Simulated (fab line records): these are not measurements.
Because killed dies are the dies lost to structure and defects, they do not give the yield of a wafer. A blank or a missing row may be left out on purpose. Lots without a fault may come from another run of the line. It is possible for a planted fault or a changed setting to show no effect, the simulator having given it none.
What tool caused it? || flow nand_harc || 14 lots, 42 wafers sampled, at 4 steps of a route of 1159

WHAT THE GAUGES READ, wafer by wafer
NHARC_P_CONTACT_CD_MEAS_12 targets a cd of 90 nm. Usual: cd_nm 90.3 nm, standard deviation 0.66.
{"lot": "L551", "measured": "day 5 14:47", "on": "cd_sem-03", "cd_nm (nm)": "89.3 89.6 89.5", "flag": ""}
{"lot": "L552", "measured": "day 6 00:20", "on": "cd_sem-02", "cd_nm (nm)": "90.4 89.3 90.1", "flag": ""}
{"lot": "L554", "measured": "day 6 02:53", "on": "cd_sem-02", "cd_nm (nm)": "90.2 90.1 89.3", "flag": ""}
{"lot": "L553", "measured": "day 6 03:37", "on": "cd_sem-03", "cd_nm (nm)": "89.0 89.6 89.5", "flag": ""}
{"lot": "L555", "measured": "day 6 09:55", "on": "cd_sem-01", "cd_nm (nm)": "91.5 91.5 91.8", "flag": ""}
{"lot": "L556", "measured": "day 6 23:05", "on": "cd_sem-03", "cd_nm (nm)": "90.1 90.1 89.7", "flag": ""}
{"lot": "L558", "measured": "day 6 23:27", "on": "cd_sem-01", "cd_nm (nm)": "91.2 90.9 90.8", "flag": ""}
{"lot": "L557", "measured": "day 6 23:44", "on": "cd_sem-02", "cd_nm (nm)": "90.8 90.3 89.1", "flag": ""}
{"lot": "L561", "measured": "day 8 00:25", "on": "cd_sem-03", "cd_nm (nm)": "91.1 91.3 90.2", "flag": ""}
{"lot": "L562", "measured": "day 8 02:15", "on": "cd_sem-03", "cd_nm (nm)": "90.8 89.6 90.3", "flag": ""}
{"lot": "L568", "measured": "day 9 16:50", "on": "cd_sem-01", "cd_nm (nm)": "88.9 90.7 90.6", "flag": ""}
{"lot": "L569", "measured": "day 10 03:13", "on": "cd_sem-02", "cd_nm (nm)": "89.0 88.9 89.0", "flag": ""}
{"lot": "L572", "measured": "day 10 21:07", "on": "cd_sem-01", "cd_nm (nm)": "90.4 90.6 89.9", "flag": ""}
{"lot": "L573", "measured": "day 11 01:02", "on": "cd_sem-03", "cd_nm (nm)": "90.8 90.3 90.5", "flag": ""}

WHICH TOOL RAN EACH LOT (tool, then ch and the chambers of the sampled wafers, then the start)
{"lot": "L551", "NHARC_P_GATE_STRIP_76": "plasma_asher-02 ch 0,1, day 5 09:09", "NHARC_P_GATE_DEGAS_109": "pvd_sputter-02, day 5 12:10", "NHARC_P_CONTACT_SOFTBAKE_07": "litho_track-01 ch 0, day 5 14:00"}
{"lot": "L552", "NHARC_P_GATE_STRIP_76": "plasma_asher-02 ch 0,1, day 5 18:32", "NHARC_P_GATE_DEGAS_109": "pvd_sputter-03, day 5 21:38", "NHARC_P_CONTACT_SOFTBAKE_07": "litho_track-04 ch 0, day 5 23:00"}
{"lot": "L554", "NHARC_P_GATE_STRIP_76": "plasma_asher-02 ch 0,1, day 5 21:25", "NHARC_P_GATE_DEGAS_109": "pvd_sputter-03, day 6 00:19", "NHARC_P_CONTACT_SOFTBAKE_07": "litho_track-01 ch 0, day 6 02:00"}
{"lot": "L553", "NHARC_P_GATE_STRIP_76": "plasma_asher-01 ch 0,1, day 5 21:56", "NHARC_P_GATE_DEGAS_109": "pvd_sputter-03, day 6 01:08", "NHARC_P_CONTACT_SOFTBAKE_07": "litho_track-01 ch 0, day 6 03:00"}
{"lot": "L555", "NHARC_P_GATE_STRIP_76": "plasma_asher-02 ch 0,1, day 6 04:05", "NHARC_P_GATE_DEGAS_109": "pvd_sputter-02, day 6 07:08", "NHARC_P_CONTACT_SOFTBAKE_07": "litho_track-06 ch 0, day 6 09:00"}
{"lot": "L556", "NHARC_P_GATE_STRIP_76": "plasma_asher-01 ch 0,1, day 6 17:11", "NHARC_P_GATE_DEGAS_109": "pvd_sputter-02, day 6 20:14", "NHARC_P_CONTACT_SOFTBAKE_07": "litho_track-01 ch 0, day 6 22:00"}
{"lot": "L558", "NHARC_P_GATE_STRIP_76": "plasma_asher-02 ch 0,1, day 6 17:41", "NHARC_P_GATE_DEGAS_109": "pvd_sputter-02, day 6 20:57", "NHARC_P_CONTACT_SOFTBAKE_07": "litho_track-01 ch 0, day 6 23:00"}
{"lot": "L557", "NHARC_P_GATE_STRIP_76": "plasma_asher-01 ch 0,1, day 6 17:58", "NHARC_P_GATE_DEGAS_109": "pvd_sputter-01, day 6 21:11", "NHARC_P_CONTACT_SOFTBAKE_07": "litho_track-06 ch 0, day 6 23:00"}
{"lot": "L561", "NHARC_P_GATE_STRIP_76": "plasma_asher-02 ch 0,1, day 7 18:56", "NHARC_P_GATE_DEGAS_109": "pvd_sputter-03, day 7 21:59", "NHARC_P_CONTACT_SOFTBAKE_07": "litho_track-06 ch 0, day 8 00:00"}
{"lot": "L562", "NHARC_P_GATE_STRIP_76": "plasma_asher-02 ch 0,1, day 7 20:28", "NHARC_P_GATE_DEGAS_109": "pvd_sputter-02, day 7 23:32", "NHARC_P_CONTACT_SOFTBAKE_07": "litho_track-06 ch 0, day 8 01:00"}
{"lot": "L568", "NHARC_P_GATE_STRIP_76": "plasma_asher-02 ch 0,1, day 9 11:25", "NHARC_P_GATE_DEGAS_109": "pvd_sputter-01, day 9 14:23", "NHARC_P_CONTACT_SOFTBAKE_07": "litho_track-06 ch 0, day 9 16:00"}
{"lot": "L569", "NHARC_P_GATE_STRIP_76": "plasma_asher-02 ch 0,1, day 9 21:28", "NHARC_P_GATE_DEGAS_109": "pvd_sputter-01, day 10 00:37", "NHARC_P_CONTACT_SOFTBAKE_07": "litho_track-06 ch 0, day 10 02:00"}
{"lot": "L572", "NHARC_P_GATE_STRIP_76": "plasma_asher-01 ch 0,1, day 10 12:14", "NHARC_P_GATE_DEGAS_109": "pvd_sputter-01, day 10 18:39", "NHARC_P_CONTACT_SOFTBAKE_07": "litho_track-04 ch 0, day 10 20:00"}
{"lot": "L573", "NHARC_P_GATE_STRIP_76": "plasma_asher-01 ch 0,1, day 10 18:56", "NHARC_P_GATE_DEGAS_109": "pvd_sputter-01, day 10 21:54", "NHARC_P_CONTACT_SOFTBAKE_07": "litho_track-01 ch 0, day 11 00:00"}
- NHARC_P_GATE_STRIP_76: strips in O2.
- NHARC_P_GATE_DEGAS_109: time 60 s.
- NHARC_P_CONTACT_SOFTBAKE_07: time 55 s.

WHAT THE TOOLS THEMSELVES READ (means of the sampled wafers that have a number; where no wafer has one, the mark that the record gives instead)
NHARC_P_GATE_STRIP_76. Usual: drypump_motor_current_A 5.6 A, standard deviation 0.41; heater_power_w 322 W, standard deviation 40.
{"lot": "L551", "tool": "plasma_asher-02", "drypump_motor_current_A (A)": 5.9, "heater_power_w (W)": 327, "flag": ""}
{"lot": "L552", "tool": "plasma_asher-02", "drypump_motor_current_A (A)": 5.7, "heater_power_w (W)": 345, "flag": ""}
{"lot": "L554", "tool": "plasma_asher-02", "drypump_motor_current_A (A)": 5.8, "heater_power_w (W)": 323, "flag": ""}
{"lot": "L553", "tool": "plasma_asher-01", "drypump_motor_current_A (A)": 5.6, "heater_power_w (W)": 333, "flag": ""}
{"lot": "L555", "tool": "plasma_asher-02", "drypump_motor_current_A (A)": 5.8, "heater_power_w (W)": 328, "flag": ""}
{"lot": "L556", "tool": "plasma_asher-01", "drypump_motor_current_A (A)": 5.2, "heater_power_w (W)": 296, "flag": ""}
{"lot": "L558", "tool": "plasma_asher-02", "drypump_motor_current_A (A)": 5.8, "heater_power_w (W)": 326, "flag": ""}
{"lot": "L557", "tool": "plasma_asher-01", "drypump_motor_current_A (A)": 5.2, "heater_power_w (W)": 295, "flag": ""}
{"lot": "L561", "tool": "plasma_asher-02", "drypump_motor_current_A (A)": 5.7, "heater_power_w (W)": 337, "flag": ""}
{"lot": "L562", "tool": "plasma_asher-02", "drypump_motor_current_A (A)": 5.9, "heater_power_w (W)": 330, "flag": ""}
{"lot": "L568", "tool": "plasma_asher-02", "drypump_motor_current_A (A)": 5.7, "heater_power_w (W)": 335, "flag": ""}
{"lot": "L569", "tool": "plasma_asher-02", "drypump_motor_current_A (A)": 5.8, "heater_power_w (W)": 321, "flag": ""}
{"lot": "L572", "tool": "plasma_asher-01", "drypump_motor_current_A (A)": 5.6, "heater_power_w (W)": 328, "flag": ""}
{"lot": "L573", "tool": "plasma_asher-01", "drypump_motor_current_A (A)": 5.6, "heater_power_w (W)": 330, "flag": ""}

NHARC_P_GATE_DEGAS_109. Usual: heater_power_w 455 W, standard deviation 58.
{"lot": "L551", "tool": "pvd_sputter-02", "heater_power_w (W)": 443, "flag": ""}
{"lot": "L552", "tool": "pvd_sputter-03", "heater_power_w (W)": 449, "flag": ""}
{"lot": "L554", "tool": "pvd_sputter-03", "heater_power_w (W)": 474, "flag": ""}
{"lot": "L553", "tool": "pvd_sputter-03", "heater_power_w (W)": 440, "flag": ""}
{"lot": "L555", "tool": "pvd_sputter-02", "heater_power_w (W)": 486, "flag": ""}
{"lot": "L556", "tool": "pvd_sputter-02", "heater_power_w (W)": 548, "flag": ""}
{"lot": "L558", "tool": "pvd_sputter-02", "heater_power_w (W)": 509, "flag": ""}
{"lot": "L557", "tool": "pvd_sputter-01", "heater_power_w (W)": 388, "flag": ""}
{"lot": "L561", "tool": "pvd_sputter-03", "heater_power_w (W)": 462, "flag": ""}
{"lot": "L562", "tool": "pvd_sputter-02", "heater_power_w (W)": 429, "flag": ""}
{"lot": "L568", "tool": "pvd_sputter-01", "heater_power_w (W)": 394, "flag": ""}
{"lot": "L569", "tool": "pvd_sputter-01", "heater_power_w (W)": 436, "flag": ""}
{"lot": "L572", "tool": "pvd_sputter-01", "heater_power_w (W)": 412, "flag": ""}
{"lot": "L573", "tool": "pvd_sputter-01", "heater_power_w (W)": 403, "flag": ""}

NHARC_P_CONTACT_SOFTBAKE_07. Usual: heater_power_total_W 188.45 W, standard deviation 0.13.
{"lot": "L551", "tool": "litho_track-01", "heater_power_total_W (W)": 188.42, "flag": ""}
{"lot": "L552", "tool": "litho_track-04", "heater_power_total_W (W)": 188.49, "flag": ""}
{"lot": "L554", "tool": "litho_track-01", "heater_power_total_W (W)": 188.41, "flag": ""}
{"lot": "L553", "tool": "litho_track-01", "heater_power_total_W (W)": 188.44, "flag": ""}
{"lot": "L555", "tool": "litho_track-06", "heater_power_total_W (W)": 188.35, "flag": ""}
{"lot": "L556", "tool": "litho_track-01", "heater_power_total_W (W)": 188.53, "flag": ""}
{"lot": "L558", "tool": "litho_track-01", "heater_power_total_W (W)": 188.54, "flag": ""}
{"lot": "L557", "tool": "litho_track-06", "heater_power_total_W (W)": 188.39, "flag": ""}
{"lot": "L561", "tool": "litho_track-06", "heater_power_total_W (W)": 188.54, "flag": ""}
{"lot": "L562", "tool": "litho_track-06", "heater_power_total_W (W)": 188.40, "flag": ""}
{"lot": "L568", "tool": "litho_track-06", "heater_power_total_W (W)": 202.28, "flag": "OFF"}
{"lot": "L569", "tool": "litho_track-06", "heater_power_total_W (W)": 202.31, "flag": "OFF"}
{"lot": "L572", "tool": "litho_track-04", "heater_power_total_W (W)": 188.48, "flag": ""}
{"lot": "L573", "tool": "litho_track-01", "heater_power_total_W (W)": 188.51, "flag": ""}

THE ANSWER, worked out from the rows above alone
Rule: take the mean of a lot's wafers that have a number; if it is more than 3 standard deviations from the usual mean, the lot is off. Also off: a lot with no number at a reading for which 4 or more lots have one. The other lots that the step has rows for count as sound. The gauges are gone through in route order, then the tools' own readings, and for those a lot's mean is taken as printed above. The first step at which some lot is off is used, and at that step the reading that is off furthest; a lot without a number counts as furthest.
Off, at NHARC_P_CONTACT_SOFTBAKE_07 on heater_power_total_W: L568, L569.
If a tool, at that step or one of the process steps before it, ran each lot that is off and ran no sound lot following the first of them, it fits. Undecided on this evidence; 2 tools fit (plasma_asher-02 at NHARC_P_GATE_STRIP_76, litho_track-06 at NHARC_P_CONTACT_SOFTBAKE_07).

WHAT HAD BEEN PUT IN BY THE SIMULATOR
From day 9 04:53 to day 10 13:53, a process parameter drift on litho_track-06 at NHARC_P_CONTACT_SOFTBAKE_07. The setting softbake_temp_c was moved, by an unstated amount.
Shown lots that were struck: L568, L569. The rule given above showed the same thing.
